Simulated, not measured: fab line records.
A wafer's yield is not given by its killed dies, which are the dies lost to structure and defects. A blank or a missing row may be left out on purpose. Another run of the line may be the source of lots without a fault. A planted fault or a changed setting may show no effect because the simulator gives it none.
A lot that was struck, set against a sound lot | flow nand_harc | 12 out of 1302 route steps
Sound: these wafers, L116.1, L116.4, L116.5. Wafers L131.1, L131.6 were the ones struck. The cause comes at the end.
Each step with rows lists, per side, the tool, then ch with its chambers, then its first start. Under that, the readings that differ: sound wafers | struck wafers | difference of the means | sigmas: that difference in standard deviations of wafers without a fault.
alike: readings with means less than 2 such deviations apart, plus words and numbers identical on both sides. not compared: withheld readings, readings lacking a value on some wafer, bounds such as >300 that could conceal the same value, and numbers that have no deviation in the record and whose values overlap.
Wherever a step has rows on one side only, a row that says differs or no value, or a row with sigmas, the two part there. Numbers that have no deviation but don't overlap get no sigmas and don't part them. A reading that every wafer of one side lacks parts them only if that side has two wafers or more.

first, 1 step without rows for these wafers: NHARC_A_WL_FILL_CVD_23 (deposits poly-Si, target thk 40 nm, time 800 s).
NHARC_A_WL_FILL_ETCHBACK_26: etches the open film in HBr, target depth 52 nm, time 13.3 s.
  sound on rie_si-06 ch 0,3, day 21 20:29; struck on rie_si-06 ch 0,1, day 29 06:11
  reading                | sound                | struck        | difference | sigmas
  oes_product_au (a.u.)  | 0.977 0.970 0.979    | 1.004 1.005   | +0.029     | +2
  throttle_valve_pct (%) | 23.261 23.256 23.248 | 23.270 23.277 | +0.018     | +2
  alike: drypump_motor_current_A, rf_fwd_power_W
  not compared: rf_hours_counter_h
then, 2 steps without rows for these wafers: NHARC_A_WL_FILL_PRECLEAN_30 (cleans in dHF, time 10 s); NHARC_A_WL_FILL_SRD_14.
NHARC_A_WL_FILL_ALD_19: deposits TiN, target thk 2 nm, pulse time 3 s, ald cycles 100.
  sound on ald_metal-03 ch 1,2,3, day 21 20:47; struck on ald_metal-02 ch 0,3, day 29 06:25
  alike: heater_power_w, precursor_pulse_height_rel
NHARC_A_WL_FILL_CVD_20: deposits W, target thk 100 nm, time 74 s.
  sound: cvd_w-01 ch 0,1; struck: cvd_w-01 ch 0,1
  alike: heater_power_w, throttle_valve_pct
NHARC_A_WL_FILL_CMP_12: polishes, t overpolish 30 s, target thk 100 nm.
  sound on cmp-03 ch 0,1, day 21 21:08; struck on cmp-04 ch 3, day 29 06:49
  reading             | sound          | struck    | difference | sigmas
  motor_current_A (A) | 12.8 10.2 11.2 | 14.8 13.7 | +2.8       | +3
  alike: overpolish_run_s, time_to_endpoint_s
after that, 1 step had no rows for these wafers: NHARC_A_WL_FILL_SRD_31.
NHARC_A_WL_FILL_INSPECT_15:
  sound on defect_inspect-02 at day 21 21:35; struck on defect_inspect-02 at day 29 07:16
  alike: raw_defect_count
NHARC_A_CONTACT_DEP_24: deposits SiO2, target thk 500 nm.
  sound on pecvd-01 ch 0,2, day 21 21:40; struck on pecvd-03 ch 0, day 29 07:28
  reading                | sound          | struck    | difference | sigmas
  throttle_valve_pct (%) | 16.8 17.0 15.2 | 14.8 14.7 | -1.6       | -3
  alike: heater_power_w, rf_fwd_power_W
NHARC_A_CONTACT_DEP_28: deposits aC, target thk 7000 nm.
  sound on acl_dep-03 ch 0, day 21 23:34; struck on acl_dep-01 ch 0, day 29 10:11
  reading | sound | struck                                            | difference                   | sigmas
  hold    | - - - | await_dispo/2.1h/release await_dispo/2.1h/release | no value on the sound wafers |
  alike: throttle_valve_pct
-- jump in the record: it breaks off in module A_CONTACT and resumes in module END (first step shown: number 1302 of the route), and 4 days separate the struck wafers' starts before and after --
NHARC_END_SORT_01:
  only the struck wafers appear in the record here, on prober-01 ch 0 at day 33 12:04; the sound ones have no rows

## WHERE THEY PART
Earliest at NHARC_A_WL_FILL_ETCHBACK_26; latest, in this record, at NHARC_END_SORT_01.

WHY: the cause the simulator had injected
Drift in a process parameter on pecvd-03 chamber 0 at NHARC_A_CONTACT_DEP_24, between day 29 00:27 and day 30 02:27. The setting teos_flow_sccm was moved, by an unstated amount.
